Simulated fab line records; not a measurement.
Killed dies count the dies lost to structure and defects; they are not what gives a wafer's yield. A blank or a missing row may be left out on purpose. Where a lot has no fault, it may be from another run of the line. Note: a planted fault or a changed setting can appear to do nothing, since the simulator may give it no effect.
Comparing a struck lot with a sound one :: flow n5Finfet :: 16 out of 1938 route steps
Sound: these wafers, L513.2, L513.3, L513.4. Struck: wafers L526.1, L526.3 (left out: L526.6, a lot-mate that was not struck); the cause follows at the end.
For every step that has rows: the tool of each side, followed by ch and its chambers, followed by its first start. Under that, the readings that differ: sound wafers :: struck wafers :: difference of the means :: sigmas: that difference in standard deviations of wafers without a fault.
alike: same words and numbers on both sides, and readings whose means sit less than 2 such deviations apart. not compared: any withheld reading, any reading some wafer has no value for, any bound like >300 that may hide the same value, and any number with overlapping values for which the record gives no deviation.
The two part at a step that has a row with sigmas, a row that says differs or no value, or rows on one side only. Numbers that have no deviation but don't overlap get no sigmas and don't part them. A reading missing from all wafers of one side parts the sides only when that side holds two or more wafers.

first, 7 steps without rows for these wafers: N5_MIM_BOT_LITHO_COAT_02; N5_MIM_BOT_LITHO_EBR_04; N5_MIM_BOT_LITHO_SOFTBAKE_03 (time 90 s); N5_MIM_BOT_LITHO_EXPOSE_05 (exposes mask MIM BOT); N5_MIM_BOT_LITHO_PEB_06; N5_MIM_BOT_LITHO_DEVELOP_07 (develop time 60 s); N5_MIM_BOT_LITHO_HARDBAKE_09 (time 120 s).
N5_MIM_BOT_LITHO_CD_MEAS_08: the cd target is 3000 nm.
  sound on cdSem-03 ch 0, day 15 01:17; struck on cdSem-02 ch 0, day 17 15:11
  alike: cdNm
N5_MIM_BOT_LITHO_OVL_MEAS_11:
  sound on overlay-02 ch 0, day 15 01:19; struck on overlay-01 ch 0, day 17 15:13
  alike: MIM_BOT_OVL
N5_MIM_BOT_LITHO_INSPECT_12: inspects for defects (macro).
  sound on defectInspect-02 at day 15 01:20; struck on defectInspect-01 at day 17 15:14
  alike: rawDefectCount
N5_MIM_BOT_LITHO_DESCUM_10: chemistry O2, time 7.9 s.
  sound on rieDiel-05 ch 0,1, day 15 01:22; struck on rieDiel-03 ch 2,3, day 17 15:16
  alike: drypumpMotorCurrentA, oesProductAu, rfVppV, showerheadPlenumPTorr, throttleValvePct
  not compared: rfHoursCounterH
N5_MIM_BOT_ETCH_ETCH_04: etches SiNx in CF4/O2, target depth 26 nm, time 13 s.
  sound on rieDiel-05 ch 0,1, day 15 01:26; struck on rieDiel-03 ch 2,3, day 17 15:20
  alike: drypumpMotorCurrentA, oesProductAu, rfVppV, showerheadPlenumPTorr, throttleValvePct
  not compared: rfHoursCounterH
N5_MIM_BOT_ETCH_ETCH_03: etches the open film in Cl2/BCl3, target depth 12 nm.
  sound on rieMetal-01 ch 0,1, day 15 01:34; struck on rieMetal-01 ch 0,1, day 17 15:25
reading: model.etch.depthNm (nm)
sound: 12.1 12.12 12.18
struck: 8.427 8.52
difference: -3.660
sigmas: 

reading: model.MIM_BOT_ETCH.cdOffsetNm (nm)
sound: -0.2 0 -0.2
struck: 1.6 1.6
difference: +1.7
sigmas: 
  alike: drypumpMotorCurrentA, oesProductAu, throttleValvePct
  not compared: rfHoursCounterH
N5_MIM_BOT_ETCH_ETCH_00: etches TiN in Cl2/BCl3, target depth 45.5 nm.
  sound on rieMetal-01 ch 0,1, day 15 01:39; struck on rieMetal-01 ch 0,1, day 17 15:31
reading: model.MIM_BOT_ETCH.cdOffsetNm (nm)
sound: 0 0 -0.2
struck: 1.6 1.6
difference: +1.7
sigmas: 
  alike: drypumpMotorCurrentA, oesProductAu, throttleValvePct
  not compared: rfHoursCounterH
N5_MIM_BOT_ETCH_STRIP_01: strips in O2.
  sound on rieDiel-06 ch 0,1,3, day 15 01:49; struck on rieDiel-05 ch 2,3, day 17 15:39
reading: rfHoursCounterH (h)
sound: 56 47 197
struck: 3 19
difference: -89
sigmas: 
  alike: drypumpMotorCurrentA, oesProductAu, rfVppV, showerheadPlenumPTorr, throttleValvePct
N5_PASSIVATION_PROBE_49:
  record: rows for the struck wafers here (prober-01, day 18 00:56), none for the sound ones

== WHERE THEY PART ==
Within this record, at N5_PASSIVATION_PROBE_49 only.

WHY: whatever the simulator had introduced
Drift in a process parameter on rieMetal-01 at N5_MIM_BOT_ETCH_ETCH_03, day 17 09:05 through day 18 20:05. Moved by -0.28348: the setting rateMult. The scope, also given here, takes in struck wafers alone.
